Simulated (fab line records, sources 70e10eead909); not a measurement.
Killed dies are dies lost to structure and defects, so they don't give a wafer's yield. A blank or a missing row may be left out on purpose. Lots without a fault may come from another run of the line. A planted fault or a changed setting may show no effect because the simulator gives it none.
Chamber matching | flow nand_harc | NHARC_A_STAIRCASE_TRIM_12 on rie_diel-09: 4 sister chambers
The step chemistry O2, time 211.2 s. 18 wafers are shown with their chamber, then 9 later ones without.

WAFERS WITH THEIR CHAMBER
wafer  | chamber | showerhead_plenum_p_Torr (Torr) | drypump_motor_current_A (A) | rf_vpp_V (V)
L076.1 | 0       | 3.50                            | 6.0                         | 57.6
L076.2 | 3       | 3.53                            | 5.8                         | 57.2
L076.3 | 2       | 3.34                            | 6.2                         | 57.6
L077.1 | 3       | 3.53                            | 5.9                         | 58.2
L077.2 | 1       | 3.46                            | 6.2                         | 57.6
L077.6 | 0       | 3.50                            | 6.0                         | 57.8
L078.2 | 1       | 3.46                            | 6.3                         | 57.9
L078.3 | 0       | 3.49                            | 6.1                         | 59.2
L078.6 | 0       | 3.49                            | 6.1                         | 57.3
L080.1 | 2       | 3.33                            | 6.1                         | 56.9
L080.2 | 3       | 3.53                            | 5.8                         | 57.8
L080.3 | 0       | 3.49                            | 6.1                         | 59.0
L079.2 | 0       | 3.49                            | 6.0                         | 58.1
L079.4 | 2       | 3.33                            | 6.2                         | 56.8
L079.5 | 2       | 3.33                            | 6.1                         | 57.3
L085.2 | 2       | 3.32                            | 6.2                         | 57.6
L085.5 | 1       | 3.44                            | 6.2                         | 58.1
L085.6 | 2       | 3.32                            | 6.2                         | 56.7

SIGNATURES (means of the wafers above)
reading                  | chamber 0 | chamber 1 | chamber 2 | chamber 3 | scatter within a chamber
showerhead_plenum_p_Torr | 3.4933    | 3.4533    | 3.3283    | 3.5300    | 0.00699
drypump_motor_current_A  | 6.050     | 6.233     | 6.167     | 5.833     | 0.0546
rf_vpp_V                 | 58.167    | 57.867    | 57.150    | 57.733    | 0.562
Rule: a wafer's distance from a chamber is the root of the sum, over the readings, of the square of ((its reading less the chamber's mean) divided by the reading's scatter). The wafer belongs to the nearest chamber; if the next one is less than 2 further off, it can't be placed. The scatter: the root of (the sum of the squares of (reading less its chamber's mean) over the shown wafers, divided by (wafers less chambers)).

WAFERS WITHOUT THEIR CHAMBER
wafer  | showerhead_plenum_p_Torr (Torr) | drypump_motor_current_A (A) | rf_vpp_V (V)
L087.1 | 3.48                            | 6.0                         | 57.2
L087.4 | 3.32                            | 6.2                         | 56.5
L087.6 | 3.32                            | 6.2                         | 56.7
L093.1 | 3.43                            | 6.2                         | 58.7
L093.2 | 3.31                            | 6.1                         | 57.1
L093.4 | 3.51                            | 5.8                         | 58.0
L097.2 | 3.43                            | 6.2                         | 57.8
L097.3 | 3.50                            | 5.9                         | 58.9
L097.4 | 3.46                            | 6.1                         | 58.0

WHICH CHAMBER EACH WENT THROUGH
wafer  | from the rows above     | in truth
L087.1 | 0                       | 0
L087.4 | 2                       | 2
L087.6 | 2                       | 2
L093.1 | 1                       | 1
L093.2 | 2                       | 2
L093.4 | 3                       | 3
L097.2 | 1                       | 1
L097.3 | can't be placed: 0 or 3 | 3
L097.4 | 1                       | 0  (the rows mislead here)
Placed correctly: 7 of 9. Can't be placed from these rows: 1 (the true chamber is among the candidates in 1). Placed wrongly: 1.
